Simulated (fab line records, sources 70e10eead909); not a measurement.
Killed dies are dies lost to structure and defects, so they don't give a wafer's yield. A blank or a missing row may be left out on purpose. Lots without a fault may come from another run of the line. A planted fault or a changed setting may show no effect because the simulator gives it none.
Which tool did it? | flow nand_harc | 13 lots, 39 wafers sampled, at 6 steps of a route of 1159

WHAT THE GAUGES READ, wafer by wafer
NHARC_P_BONDPAD_THK_MEAS_20: measures by xrf.
lot  | measured     | on            | thk_nm (nm)
L774 | day 8 23:38  | film_metro-01 | 162.2 160.7 161.7
L775 | day 9 01:15  | film_metro-01 | 163.3 161.4 160.8
L780 | day 9 12:11  | film_metro-02 | 159.1 161.9 161.8
L779 | day 9 14:01  | film_metro-02 | 160.2 160.6 162.8
L778 | day 9 16:49  | film_metro-02 | 161.5 162.3 159.1
L781 | day 9 19:04  | film_metro-01 | 161.1 161.0 159.4
L785 | day 10 00:56 | film_metro-01 | 161.3 162.4 159.3
L789 | day 10 14:24 | film_metro-02 | 161.7 160.5 161.9
L791 | day 10 16:46 | film_metro-02 | 162.2 161.0 159.5
L790 | day 10 17:34 | film_metro-01 | 159.6 159.5 159.6
L792 | day 11 01:55 | film_metro-02 | 157.7 162.8 160.1
L793 | day 11 07:17 | film_metro-01 | 161.9 160.2 162.6
L794 | day 11 08:17 | film_metro-02 | 160.8 162.1 158.8

NHARC_A_START_INSPECT_01.
lot  | measured     | on                | raw_defect_count
L774 | day 9 00:20  | defect_inspect-01 | 3 3 6
L775 | day 9 01:59  | defect_inspect-01 | 5 1 4
L780 | day 9 12:54  | defect_inspect-02 | 1 4 4
L779 | day 9 14:43  | defect_inspect-01 | 3 8 2
L778 | day 9 17:31  | defect_inspect-01 | 2 3 3
L781 | day 9 19:44  | defect_inspect-02 | 1 4 6
L785 | day 10 01:38 | defect_inspect-01 | 2 1 4
L789 | day 10 15:05 | defect_inspect-01 | 2 6 2
L791 | day 10 17:26 | defect_inspect-02 | 3 2 4
L790 | day 10 18:19 | defect_inspect-01 | 0 4 3
L792 | day 11 02:35 | defect_inspect-01 | 1 5 3
L793 | day 11 08:00 | defect_inspect-02 | 2 3 4
L794 | day 11 08:59 | defect_inspect-02 | 4 6 2

NHARC_A_ONON_D1_THK_MEAS_02: measures by ellipsometry.
lot  | measured     | on            | thk_nm (nm)
L774 | day 10 02:38 | film_metro-01 | 989 988 989
L775 | day 10 03:02 | film_metro-02 | 1005 1006 1007
L780 | day 10 12:41 | film_metro-02 | 999 999 999
L779 | day 10 12:41 | film_metro-01 | 996 997 995
L778 | day 10 17:27 | film_metro-01 | 1010 1009 1010
L781 | day 10 17:28 | film_metro-02 | 989 991 989
L785 | day 11 02:01 | film_metro-01 | 1002 1003 1001
L789 | day 11 10:58 | film_metro-01 | 615 614 616
L791 | day 11 10:42 | film_metro-02 | 1008 1007 1008
L790 | day 11 17:28 | film_metro-01 | 585 585 584
L792 | day 12 03:05 | film_metro-01 | 1005 1007 1005
L793 | day 12 07:45 | film_metro-01 | 1011 1011 1012
L794 | day 12 07:45 | film_metro-02 | 1013 1011 1012

NHARC_END_SORT_01.
lot  | measured     | on        | killed_at_array | killed_at_other | killed_at_periphery | killed_dies | killed_open | killed_short
L789 | day 28 01:59 | prober-01 | 673 675 673     | 1 0 0           | 3 2 4               | 677 677 677 | 7 1 4       | 1 0 0
L790 | day 27 12:46 | prober-01 | 670 666 672     | 0 0 0           | 7 11 5              | 677 677 677 | 2 1 4       | 0 2 4

WHICH TOOL RAN EACH LOT (tool, then ch and the chambers of the sampled wafers, then the start)
lot  | NHARC_A_ONON_D1_DEP_00           | NHARC_A_ONON_D1_DEP_33
L774 | pecvd_onon-04 ch 0, day 10 02:07 | pecvd-03 ch 0,1, day 10 17:53
L775 | pecvd_onon-03 ch 0, day 10 02:29 | pecvd-01 ch 0,2, day 10 17:52
L780 | pecvd_onon-03 ch 0, day 10 12:14 | pecvd-04 ch 0,1,2, day 11 04:56
L779 | pecvd_onon-02 ch 0, day 10 12:21 | pecvd-04 ch 0,1,2, day 11 06:04
L778 | pecvd_onon-03 ch 0, day 10 17:07 | pecvd-04 ch 0,1,2, day 11 05:22
L781 | pecvd_onon-02 ch 0, day 10 16:57 | pecvd-03 ch 1,2, day 11 05:57
L785 | pecvd_onon-03 ch 0, day 11 01:30 | pecvd-01 ch 0,1, day 11 15:59
L789 | pecvd_onon-03 ch 0, day 11 10:27 | pecvd-03 ch 0,2, day 12 00:13
L791 | pecvd_onon-02 ch 0, day 11 10:11 | pecvd-01 ch 1,2, day 11 23:59
L790 | pecvd_onon-03 ch 0, day 11 17:08 | pecvd-04 ch 0,1,2, day 12 05:18
L792 | pecvd_onon-04 ch 0, day 12 02:34 | pecvd-04 ch 0,1,2, day 12 15:43
L793 | pecvd_onon-02 ch 0, day 12 07:14 | pecvd-04 ch 0,1, day 12 21:27
L794 | pecvd_onon-04 ch 0, day 12 07:17 | pecvd-03 ch 0,1, day 12 21:26
- NHARC_A_ONON_D1_DEP_00: target thk 1000 nm.
- NHARC_A_ONON_D1_DEP_33: deposits SiO2, target thk 200 nm.

WHAT THE TOOLS THEMSELVES READ (means of the sampled wafers that have a number; where no wafer has one, the mark that the record gives instead)
NHARC_A_ONON_D1_DEP_00.
lot  | tool          | n2o_flow_sccm (sccm) | sih4_flow_sccm (sccm) | susceptor_temp_C (C)
L774 | pecvd_onon-04 | 2004                 | 209.5                 | 400.10
L775 | pecvd_onon-03 | 2000                 | 210.4                 | 399.95
L780 | pecvd_onon-03 | 1993                 | 210.0                 | 399.96
L779 | pecvd_onon-02 | 2000                 | 209.0                 | 399.95
L778 | pecvd_onon-03 | 2002                 | 210.7                 | 399.97
L781 | pecvd_onon-02 | 1998                 | 209.7                 | 400.22
L785 | pecvd_onon-03 | 1991                 | 209.7                 | 400.17
L789 | pecvd_onon-03 | 1996                 | 209.8                 | 400.05
L791 | pecvd_onon-02 | 1991                 | 210.0                 | 399.90
L790 | pecvd_onon-03 | 1994                 | 209.4                 | 400.01
L792 | pecvd_onon-04 | 1997                 | 210.1                 | 400.12
L793 | pecvd_onon-02 | 1996                 | 209.2                 | 399.90
L794 | pecvd_onon-04 | 1992                 | 209.8                 | 399.91

NHARC_A_ONON_D1_DEP_33.
lot  | tool     | heater_power_w (W) | susceptor_temp_C (C) | throttle_valve_pct (%)
L774 | pecvd-03 | 640                | 400.05               | 15.3
L775 | pecvd-01 | 582                | 399.91               | 15.7
L780 | pecvd-04 | 449                | 400.20               | 16.0
L779 | pecvd-04 | 471                | 399.92               | 16.0
L778 | pecvd-04 | 507                | 400.09               | 15.9
L781 | pecvd-03 | 528                | 400.16               | 15.6
L785 | pecvd-01 | 559                | 400.24               | 16.5
L789 | pecvd-03 | 648                | 399.86               | 15.1
L791 | pecvd-01 | 583                | 400.05               | 16.0
L790 | pecvd-04 | 513                | 399.79               | 16.1
L792 | pecvd-04 | 492                | 400.06               | 15.9
L793 | pecvd-04 | 453                | 399.93               | 15.7
L794 | pecvd-03 | 585                | 399.96               | 15.5

THE ANSWER, worked out from the rows above alone
Rule: what is usual is taken from the lots themselves. Put in order of their means at a reading, lots are off if they are a third of the lots or fewer, leave a main group of 4 or more, and stand apart from it by a gap of 3 or more times the standard deviation of the main group's means; of several such gaps the widest counts. A main group whose means are all the same, to the digits that the tables above print for the reading, isn't used. A lot without any number at a reading at which 4 lots or more have one is off too. The other lots that the step has rows for count as sound. The gauges are gone through in route order, then the tools' own readings, and for those a lot's mean is taken as printed above. The first step at which some lot is off is used, and at that step the reading that is off furthest; a lot without a number counts as furthest.
Off: L789, L790, at NHARC_A_ONON_D1_THK_MEAS_02 (thk_nm). The main group: mean 1003 nm, standard deviation 7.9.
A tool fits if, at a process step before that reading, it ran every lot that is off, and no sound lot after the first of them. The gauges at NHARC_A_ONON_D1_THK_MEAS_02 are tried like those tools. One fits: pecvd_onon-03 at NHARC_A_ONON_D1_DEP_00. Its last sound lot is L785 (day 11 01:30), its first lot that is off L789 (day 11 10:27): a fault that began between those two fits.

WHAT THE SIMULATOR HAD PUT IN
Process parameter drift: pecvd_onon-03, from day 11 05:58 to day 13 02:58, at NHARC_A_ONON_D1_DEP_00. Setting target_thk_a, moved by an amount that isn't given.
Lots struck among those shown: L789, L790. The rule above found the same.
